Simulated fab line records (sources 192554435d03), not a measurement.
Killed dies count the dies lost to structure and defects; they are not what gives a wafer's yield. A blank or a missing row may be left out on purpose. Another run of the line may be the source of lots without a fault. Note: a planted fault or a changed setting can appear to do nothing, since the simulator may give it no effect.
A lot that was struck, set against a sound lot | flow n5_finfet | 16 out of 1938 route steps
Sound: the wafers L850.2, L850.3, L850.5. Wafers L857.1, L857.3, L857.5 were the ones struck. The cause is named last.
At each step with rows: each side's tool, then ch and its chambers, then its first start. Under that, the readings that differ: sound wafers | struck wafers | difference of the means | sigmas: that difference in standard deviations of wafers without a fault.
alike: readings whose means differ by less than 2 such deviations, and words and numbers that are the same on both sides. not compared: withheld readings, readings that some wafer has no value for, bounds like >300 that may hide the same value, and numbers for which the record gives no deviation and whose values overlap.
A row with sigmas, a row that says differs or no value, or rows on one side alone: a step with any of these is where the two part. Numbers that have no deviation but don't overlap get no sigmas and don't part them. A reading missing from all wafers of one side parts the sides only when that side holds two or more wafers.

N5_GATE_CUT_INSPECT_15: inspects for defects (brightfield).
  sound on defect_inspect-02 at day 4 16:15; struck on defect_inspect-01 at day 6 05:09
  alike: raw_defect_count
then, 1 step without rows for these wafers: N5_GATE_CUT_DESCUM_18 (chemistry O2, time 7 s).
N5_GATE_CUT_ETCH_28: etches underlayer in N2/H2, target depth 13 nm, time 10.4 s.
  sound on rie_diel-01 ch 2,3, day 4 16:19; struck on rie_diel-01 ch 0,2,3, day 6 05:13
  alike: drypump_motor_current_A, etch_rf_on_time_s, oes_product_au, rf_vpp_V, showerhead_plenum_p_Torr, throttle_valve_pct
  not compared: rf_hours_counter_h
N5_GATE_CUT_ETCH_36: etches SiARC in CF4, target depth 13 nm, time 21.7 s.
  sound on rie_diel-01 ch 2,3, day 4 16:20; struck on rie_diel-01 ch 0,2,3, day 6 05:14
  alike: drypump_motor_current_A, etch_rf_on_time_s, oes_product_au, rf_vpp_V, showerhead_plenum_p_Torr, throttle_valve_pct
  not compared: rf_hours_counter_h
N5_GATE_CUT_ETCH_37: etches SOC in N2/H2, target depth 60 nm, overetch 12 nm, time 90 s.
  sound on rie_diel-01 ch 2,3, day 4 16:22; struck on rie_diel-01 ch 0,2,3, day 6 05:16
  alike: drypump_motor_current_A, oes_product_au, rf_vpp_V, showerhead_plenum_p_Torr, throttle_valve_pct
  not compared: rf_hours_counter_h
then, 4 steps without rows for these wafers: N5_GATE_CUT_STRIP_38 (strips in N2/H2); N5_GATE_CUT_STRIP_39 (strips in N2/H2); N5_GATE_CUT_HM_OPEN_40 (chemistry C4F6/O2, target SiO2, target depth 139 nm, time 85.1 s); N5_GATE_CUT_STRIP_41 (strips in CF4).
N5_GATE_CUT_STRIP_42: strips in O2.
  sound on rie_diel-01 ch 2,3, day 4 16:32; struck on rie_diel-01 ch 0,2,3, day 6 05:26
  alike: drypump_motor_current_A, oes_product_au, rf_vpp_V, showerhead_plenum_p_Torr, throttle_valve_pct
  not compared: rf_hours_counter_h
then, 1 step without rows for these wafers: N5_GATE_CUT_ETCH_19 (etches SiNx in CH3F/O2, target depth 53.7 nm, time 76.7 s).
N5_GATE_CUT_CUT_ETCH_53: etches W in SF6/Cl2, target depth 79.2 nm.
  sound on rie_metal-02 ch 0,1, day 4 16:41; struck on rie_metal-03 ch 0,1, day 6 05:34
  alike: drypump_motor_current_A, etch_rf_on_time_s, mfc_cl2_sccm, oes_product_au, throttle_valve_pct
  not compared: rf_hours_counter_h
N5_GATE_CUT_CUT_ETCH_54: etches TiN in Cl2/BCl3, target depth 96.7 nm.
  sound on rie_metal-02 ch 0,1, day 4 16:44; struck on rie_metal-03 ch 0,1, day 6 05:38
  reading                | sound             | struck            | difference | sigmas
  mfc_cl2_sccm (sccm)    | 53.16 53.35 52.95 | 57.60 57.60 57.68 | +4.47      | +28
  throttle_valve_pct (%) | 22.36 22.37 22.34 | 22.64 22.69 22.69 | +0.32      | +3
  alike: bcl3_flow_sccm, drypump_motor_current_A, etch_rf_on_time_s, oes_product_au
  not compared: rf_hours_counter_h
then, 1 step without rows for these wafers: N5_GATE_CUT_CUT_ETCH_55 (etches HfO2 in BCl3, target depth 3.2 nm).
-- here the record skips 4 days between the struck wafers' starts before and after, leaving off in module GATE_CUT and picking up in module BEOL_M4 (first step shown: number 1111 of the route) --
N5_BEOL_M4_RC_MEAS_101:
  sound on prober-02 ch 0, day 8 00:35; struck on prober-02 ch 0, day 10 03:49
  alike: DIBL_N, DIBL_P, IOFF_N, IOFF_P, ION_N, ION_P, SS_N, SS_P, VT_N, VT_P
-- the record jumps here: 4 days lie between the struck wafers' starts before and after (it left off in module BEOL_M4 and takes up again in module PASSIVATION, whose first step shown is number 1936 of the route) --
N5_PASSIVATION_PROBE_49:
  the record has rows for the struck wafers here (prober-01, day 14 07:21) and none for the sound ones

WHERE THEY PART
Earliest at N5_GATE_CUT_CUT_ETCH_54; latest, in this record, at N5_PASSIVATION_PROBE_49.

WHY: what the simulator had put in
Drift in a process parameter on rie_metal-03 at N5_GATE_CUT_CUT_ETCH_54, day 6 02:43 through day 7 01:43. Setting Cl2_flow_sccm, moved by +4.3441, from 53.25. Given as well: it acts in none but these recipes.
